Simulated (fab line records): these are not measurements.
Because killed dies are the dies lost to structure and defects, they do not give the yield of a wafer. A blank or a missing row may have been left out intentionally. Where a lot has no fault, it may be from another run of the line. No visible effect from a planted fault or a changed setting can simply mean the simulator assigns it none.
Matching of chambers :: flow nand_harc :: NHARC_A_STAIRCASE_ETCH_253 on rie_diel-02: 4 sister chambers
The step etches the open film in C4F8/O2, target depth 50 nm, time 20.2 s. 8 wafers are shown with their chamber, then 10 later ones without.

== WAFERS WITH THEIR CHAMBER ==
wafer: L089.1
chamber: 1
rf_vpp_V (V): 889
oes_product_au (a.u.): 0.942

wafer: L089.4
chamber: 2
rf_vpp_V (V): 905
oes_product_au (a.u.): 0.929

wafer: L091.2
chamber: 3
rf_vpp_V (V): 890
oes_product_au (a.u.): 0.983

wafer: L091.6
chamber: 3
rf_vpp_V (V): 888
oes_product_au (a.u.): 0.981

wafer: L090.4
chamber: 1
rf_vpp_V (V): 889
oes_product_au (a.u.): 0.955

wafer: L090.6
chamber: 0
rf_vpp_V (V): 887
oes_product_au (a.u.): 0.972

wafer: L093.1
chamber: 0
rf_vpp_V (V): 886
oes_product_au (a.u.): 0.935

wafer: L093.2
chamber: 2
rf_vpp_V (V): 905
oes_product_au (a.u.): 0.938

== WAFERS MISSING THEIR CHAMBER ==
wafer: L093.6
rf_vpp_V (V): 886
oes_product_au (a.u.): 0.953

wafer: L094.4
rf_vpp_V (V): 905
oes_product_au (a.u.): 0.949

wafer: L094.5
rf_vpp_V (V): 888
oes_product_au (a.u.): 0.999

wafer: L094.6
rf_vpp_V (V): 905
oes_product_au (a.u.): 0.949

wafer: L095.2
rf_vpp_V (V): 889
oes_product_au (a.u.): 0.956

wafer: L095.3
rf_vpp_V (V): 905
oes_product_au (a.u.): 0.968

wafer: L095.6
rf_vpp_V (V): 890
oes_product_au (a.u.): 0.967

wafer: L097.3
rf_vpp_V (V): 887
oes_product_au (a.u.): 0.950

wafer: L097.4
rf_vpp_V (V): 905
oes_product_au (a.u.): 0.936

wafer: L097.5
rf_vpp_V (V): 891
oes_product_au (a.u.): 0.956

== CHAMBER TAKEN BY EACH ==
wafer: L093.6
from the rows above: 0
in truth: 0

wafer: L094.4
from the rows above: 2
in truth: 2

wafer: L094.5
from the rows above: can't be placed: 3 or 0
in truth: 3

wafer: L094.6
from the rows above: 2
in truth: 2

wafer: L095.2
from the rows above: can't be placed: 1 or 3
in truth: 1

wafer: L095.3
from the rows above: 2
in truth: 2

wafer: L095.6
from the rows above: can't be placed: 3 or 1
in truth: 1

wafer: L097.3
from the rows above: can't be placed: 0 or 1
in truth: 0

wafer: L097.4
from the rows above: 2
in truth: 2

wafer: L097.5
from the rows above: can't be placed: 1 or 3
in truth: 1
Correct placement for 5 of the 10. Can't be placed from these rows: 5 (the true chamber is among the candidates in 5). Number placed wrongly: 0.
How it was worked out, from the rows above alone: a wafer's distance from a chamber is the root of the sum, over the readings, of the square of ((its reading less the chamber's mean) divided by the reading's scatter). If the next closest chamber is less than 2 further off than the closest, the wafer can't be placed; otherwise it belongs to the closest. The mean given for a chamber averages the wafers shown for that chamber. The scatter: the root of (the sum of the squares of (reading less its chamber's mean) over the shown wafers, divided by (wafers less chambers)).
